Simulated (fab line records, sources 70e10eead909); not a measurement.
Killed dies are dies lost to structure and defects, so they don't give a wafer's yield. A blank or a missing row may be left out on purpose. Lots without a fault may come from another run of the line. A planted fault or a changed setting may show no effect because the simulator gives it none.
A struck lot beside a sound one | flow nand_harc | 39 steps out of a route of 1302
Sound: wafers L639.1, L639.5, L639.6. Struck: wafers L654.2, L654.5, L654.6. The cause comes at the end.
At each step with rows: each side's tool, then ch and its chambers, then its first start. Under that, the readings that differ: sound wafers | struck wafers | difference of the means | sigmas: that difference in standard deviations of wafers without a fault.
alike: readings whose means differ by less than 2 such deviations, and words and numbers that are the same on both sides. not compared: withheld readings, readings that some wafer has no value for, bounds like >300 that may hide the same value, and numbers for which the record gives no deviation and whose values overlap.
The two part at a step that has a row with sigmas, a row that says differs or no value, or rows on one side only. Numbers that don't overlap but have no deviation are shown without sigmas and don't part them. A reading that every wafer of one side lacks parts them only if that side has two wafers or more.

first, 3 steps without rows for these wafers: NHARC_A_BONDPAD_HARDBAKE_10 (time 65 s); NHARC_A_BONDPAD_DESCUM_11 (chemistry O2, time 3 s); NHARC_A_BONDPAD_ETCH_34 (etches the open film in N2/H2, target depth 60 nm, overetch 18 nm, time 65.91 s).
NHARC_A_BONDPAD_ETCH_12: etches the open film in CHF3/O2, target depth 220 nm, time 110 s.
  sound on rie_diel-06 ch 0,1,3; struck on rie_diel-06 ch 0,1,3
  alike: bias_w, chamber_pressure_mTorr, drypump_motor_current_A, oes_product_au, rf_vpp_V, showerhead_plenum_p_Torr, throttle_valve_pct
  not compared: rf_hours_counter_h
NHARC_A_BONDPAD_CD_MEAS_13:
  sound on cd_sem-03, day 24 06:20; struck on cd_sem-02, day 30 16:26
  alike: cd_nm
NHARC_A_BONDPAD_STRIP_15: strips in O2.
  sound on rie_diel-07 ch 0,1, day 24 06:25; struck on rie_diel-06 ch 2,3, day 30 16:30
  alike: chamber_pressure_mTorr, drypump_motor_current_A, oes_product_au, rf_vpp_V, showerhead_plenum_p_Torr, throttle_valve_pct
  not compared: rf_hours_counter_h
then, 2 steps without rows for these wafers: NHARC_A_BONDPAD_ETCH_24 (etches the open film in CF4/N2, target depth 30 nm, time 72.99 s); NHARC_A_BONDPAD_STRIP_16 (strips in post etch residue remover, time 600 s).
NHARC_A_BONDPAD_DEGAS_25: time 60 s.
  sound on pvd_sputter-01, day 24 06:59; struck on pvd_sputter-01, day 30 17:03
  alike: heater_power_w
NHARC_A_BONDPAD_PRE_CLEAN_26: time 30 s.
  sound on pvd_sputter-01; struck on pvd_sputter-01
  alike: heater_power_w
then, 2 steps without rows for these wafers: NHARC_A_BONDPAD_PVD_17 (deposits TaN, target thk 5 nm, time 8.06 s); NHARC_A_BONDPAD_PVD_27 (deposits Cu, target thk 30 nm, time 20.49 s).
NHARC_A_BONDPAD_ECD_18: material Cu, target thk 400 nm.
  sound on ecd_cu-02 ch 0,1, day 24 07:23; struck on ecd_cu-01 ch 0,1, day 30 17:28
  alike: bath_temp_c
then, 2 steps without rows for these wafers: NHARC_A_BONDPAD_ANNEAL_28 (time 90 s); NHARC_A_BONDPAD_CMP_19 (polishes, t overpolish 30 s, cu recess touch 16 s, target thk 169.82 nm).
NHARC_A_BONDPAD_THK_MEAS_20: measures by xrf.
  sound on film_metro-01, day 24 08:22; struck on film_metro-01, day 30 18:27
  alike: thk_nm
then, 6 steps without rows for these wafers: NHARC_A_BONDPAD_SRD_21 (time 30 s, dry time 20 s); NHARC_HYBRID_BOND_ACTIVATE_00 (chemistry N2, time 60 s); NHARC_HYBRID_BOND_PRECLEAN_01 (cleans in DIW, time 300 s); NHARC_HYBRID_BOND_SRD_02 (time 30 s, dry time 20 s); NHARC_HYBRID_BOND_BOND_03; NHARC_HYBRID_BOND_ANNEAL_04 (time 7200 s).
NHARC_HYBRID_BOND_OVL_MEAS_05:
  sound on overlay-01, day 24 19:16; struck on overlay-01, day 31 06:26
  alike: overlay_x_nm, overlay_y_nm
NHARC_THIN_TSV_GRIND_00:
  sound on grinder-01 ch 0, day 24 19:28; struck on grinder-01 ch 0, day 31 06:50
  alike: motor_current_A
then, 1 step without rows for these wafers: NHARC_THIN_TSV_CMP_01 (polishes).
NHARC_THIN_TSV_THK_MEAS_02: measures by ir.
  sound on film_metro-01, day 24 20:58; struck on film_metro-02, day 31 08:09
  alike: thk_nm
then, 12 steps without rows for these wafers: NHARC_THIN_TSV_SRD_03; NHARC_THIN_TSV_PRECLEAN_41 (cleans in SC1); NHARC_THIN_TSV_SRD_42; NHARC_THIN_TSV_DEP_43 (deposits SiO2, target thk 1328.5 nm); NHARC_THIN_TSV_DEHYDRATE_04 (time 120 s); NHARC_THIN_TSV_HMDS_05 (time 30 s); NHARC_THIN_TSV_COAT_06; NHARC_THIN_TSV_SOFTBAKE_07 (time 95 s); NHARC_THIN_TSV_EBR_08; NHARC_THIN_TSV_EXPOSE_09 (exposes mask TSV); NHARC_THIN_TSV_PEB_10 (peb time 85 s); NHARC_THIN_TSV_DEVELOP_11 (time 70 s).
NHARC_END_SORT_01:
  the record has rows for the struck wafers here (prober-01 ch 0, day 32 00:57) and none for the sound ones

WHERE THEY PART
Only at NHARC_END_SORT_01, within this record.

WHY: what the simulator had put in
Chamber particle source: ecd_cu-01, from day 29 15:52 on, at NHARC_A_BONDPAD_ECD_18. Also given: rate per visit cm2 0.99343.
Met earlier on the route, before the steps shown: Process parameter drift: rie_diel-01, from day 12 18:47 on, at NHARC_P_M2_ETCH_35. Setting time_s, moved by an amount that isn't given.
